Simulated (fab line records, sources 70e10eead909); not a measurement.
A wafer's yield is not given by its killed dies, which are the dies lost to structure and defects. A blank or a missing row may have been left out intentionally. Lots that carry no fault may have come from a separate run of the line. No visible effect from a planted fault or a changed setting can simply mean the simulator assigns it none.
Struck lot and sound lot, side by side || flow nand harc || 43 out of 1302 route steps
Sound: these wafers, L952.1, L952.4, L952.5. Wafers struck: L950.2, L950.5, L950.6. At the end, the cause is stated.
For every step that has rows: the tool of each side, followed by ch and its chambers, followed by its first start. Under that, the readings that differ: sound wafers || struck wafers || difference of the means || sigmas: that difference in standard deviations of wafers without a fault.
alike: readings whose means differ by less than 2 such deviations, and words and numbers that are the same on both sides. not compared: withheld readings, readings that some wafer has no value for, bounds like >300 that may hide the same value, and numbers for which the record gives no deviation and whose values overlap.
Wherever a step has rows on one side only, a row that says differs or no value, or a row with sigmas, the two part there. Numbers that don't overlap but have no deviation are shown without sigmas and don't part them. Lack of a reading on every wafer of one side parts them only where that side has two or more wafers.

first, 2 steps without rows for these wafers: NHARC_A_CONTACT_PEB_40 (peb time 65 s); NHARC_A_CONTACT_DEVELOP_41 (develop time 35 s).
NHARC_A_CONTACT_CD_MEAS_42 targets a cd of 300 nm.
  sound on cd sem-03 ch 0, day 28 16:48; struck on cd sem-01 ch 0, day 27 02:20
  alike: cd nm
NHARC_A_CONTACT_OVL_MEAS_43:
  sound: overlay-01 at day 28 16:53; struck: overlay-01 at day 27 02:25
{"reading": "overlay x nm (nm)", "sound": "-1.3 -1.0 -1.2", "struck": "0.0 0.4 0.2", "difference": "+1.4", "sigmas": "+2"}
  alike: overlay y nm
NHARC_A_CONTACT_INSPECT_44:
  sound: defect inspect-01 at day 28 16:55; struck: defect inspect-01 at day 27 02:28
  alike: raw defect count
then, 2 steps without rows for these wafers: NHARC_A_CONTACT_DESCUM_47 (chemistry O2, time 3 s); NHARC_A_CONTACT_ETCH_48 (etches the open film in CF4, target depth 39 nm, time 65 s).
NHARC_A_CONTACT_ETCH_49: etches the open film in N2/H2, target depth 260 nm, time 475.3 s.
  sound: rie diel-04 ch 2,3; struck: rie diel-04 ch 0,3
  alike: drypump motor current A, mfc ar sccm, oes product au, rf vpp V, showerhead plenum p Torr, throttle valve pct
  not compared: rf hours counter h
NHARC_A_CONTACT_ETCH_50: etches the open film in CF4/CHF3, target depth 121 nm, time 60.5 s.
  sound: rie diel-04 ch 0,1; struck: rie diel-04 ch 0,2,3
  alike: cf4 flow sccm, drypump motor current A, mfc ar sccm, oes product au, rf vpp V, showerhead plenum p Torr, throttle valve pct
  not compared: rf hours counter h
then, 3 steps without rows for these wafers: NHARC_A_CONTACT_ETCH_51 (etches the open film in O2/COS, target depth 7000 nm, time 1820 s); NHARC_A_CONTACT_ETCH_111 (etches the open film in C4F8/O2/Ar, time 140 s, target depth 700 nm); NHARC_A_CONTACT_ETCH_112 (etches the open film in C4F8/O2/Ar, time 190 s, target depth 1850 nm).
NHARC_A_CONTACT_ETCH_113: etches the open film in C4F8/O2/Ar, time 190 s, target depth 1850 nm.
  sound on har cap etch-03 ch 0, day 28 19:13; struck on har cap etch-01 ch 0,1, day 27 04:43
  not compared: rf hours counter h
NHARC_A_CONTACT_ETCH_114: etches the open film in C4F8/O2/Ar, time 190 s, target depth 1850 nm.
  sound on har cap etch-03 ch 0, day 28 19:23; struck on har cap etch-01 ch 0,1, day 27 04:53
  not compared: rf hours counter h
then, 6 steps without rows for these wafers: NHARC_A_CONTACT_ETCH_115 (etches the open film in C4F8/O2/Ar, time 190 s, target depth 1850 nm); NHARC_A_CONTACT_ETCH_116 (etches the open film in C4F8/O2/Ar, time 190 s, target depth 1850 nm); NHARC_A_CONTACT_ETCH_117 (etches the open film in C4F8/O2/Ar, time 190 s, target depth 1850 nm); NHARC_A_CONTACT_ETCH_118 (etches the open film in C4F8/O2/Ar, time 190 s, target depth 1850 nm); NHARC_A_CONTACT_ETCH_119 (etches the open film in C4F8/O2/Ar, time 190 s, target depth 1850 nm); NHARC_A_CONTACT_ETCH_120 (etches the open film in C4F8/O2/Ar, time 190 s, target depth 1850 nm).
NHARC_A_CONTACT_ETCH_121: etches the open film in C4F8/O2/Ar, time 190 s, target depth 1850 nm.
  sound on har cap etch-03 ch 0, day 28 20:35; struck on har cap etch-01 ch 0,1, day 27 06:05
  not compared: rf hours counter h
then, 4 steps without rows for these wafers: NHARC_A_CONTACT_ETCH_122 (etches the open film in C4F8/O2/Ar, time 190 s, target depth 1850 nm); NHARC_A_CONTACT_ETCH_123 (etches the open film in C4F8/O2/Ar, time 490 s, target depth 2110 nm); NHARC_A_CONTACT_ETCH_90 (etches the open film in CH3F/O2, target depth 40 nm, time 85.7 s); NHARC_A_CONTACT_ETCH_96 (etches the open film in C4F6/O2, target depth 20 nm, time 10 s).
NHARC_A_CONTACT_CD_MEAS_53:
  sound: cd sem-01 at day 28 22:05; struck: cd sem-01 at day 27 07:37
  alike: cd nm
then, 3 steps without rows for these wafers: NHARC_A_CONTACT_STRIP_99 (strips in N2/H2); NHARC_A_CONTACT_STRIP_100 (strips in CF4/CHF3); NHARC_A_CONTACT_STRIP_101 (strips in O2/COS).
NHARC_A_CONTACT_ETCH_102: etches the open film in CF4/O2, target depth 100 nm, overetch 10 nm, time 55 s.
  sound on rie diel-04 ch 0,1,3, day 28 22:23; struck on rie diel-04 ch 1,2,3, day 27 07:55
  alike: cf4 flow sccm, drypump motor current A, mfc ar sccm, oes product au, rf vpp V, showerhead plenum p Torr, throttle valve pct
  not compared: rf hours counter h
then, 12 steps without rows for these wafers: NHARC_A_CONTACT_STRIP_55 (strips in O2); NHARC_A_CONTACT_STRIP_56 (strips in post etch residue remover, time 600 s); NHARC_A_CONTACT_DEP_57 (deposits aC, target thk 5300 nm); NHARC_A_CONTACT_DEP_58 (deposits SiON, target thk 90 nm); NHARC_A_CONTACT_DEHYDRATE_59 (time 120 s); NHARC_A_CONTACT_HMDS_60 (time 30 s); NHARC_A_CONTACT_COAT_61 (time 75 s); NHARC_A_CONTACT_COAT_62 (time 65 s); NHARC_A_CONTACT_COAT_63 (resist thk 90 nm); NHARC_A_CONTACT_SOFTBAKE_64 (time 55 s); NHARC_A_CONTACT_EBR_65; NHARC_A_CONTACT_EXPOSE_66 (exposes mask A CC 2).
-- jump in the record: it breaks off in module A_CONTACT and resumes in module END (first step shown: number 1302 of the route), and 3 days separate the struck wafers' starts before and after --
NHARC_END_SORT_01:
  only the struck wafers appear in the record here, on prober-02 ch 0 at day 30 00:55; the sound ones have no rows

== WHERE THEY PART ==
Earliest at NHARC_A_CONTACT_OVL_MEAS_43; latest, in this record, at NHARC_END_SORT_01.

WHY: what the simulator had put in
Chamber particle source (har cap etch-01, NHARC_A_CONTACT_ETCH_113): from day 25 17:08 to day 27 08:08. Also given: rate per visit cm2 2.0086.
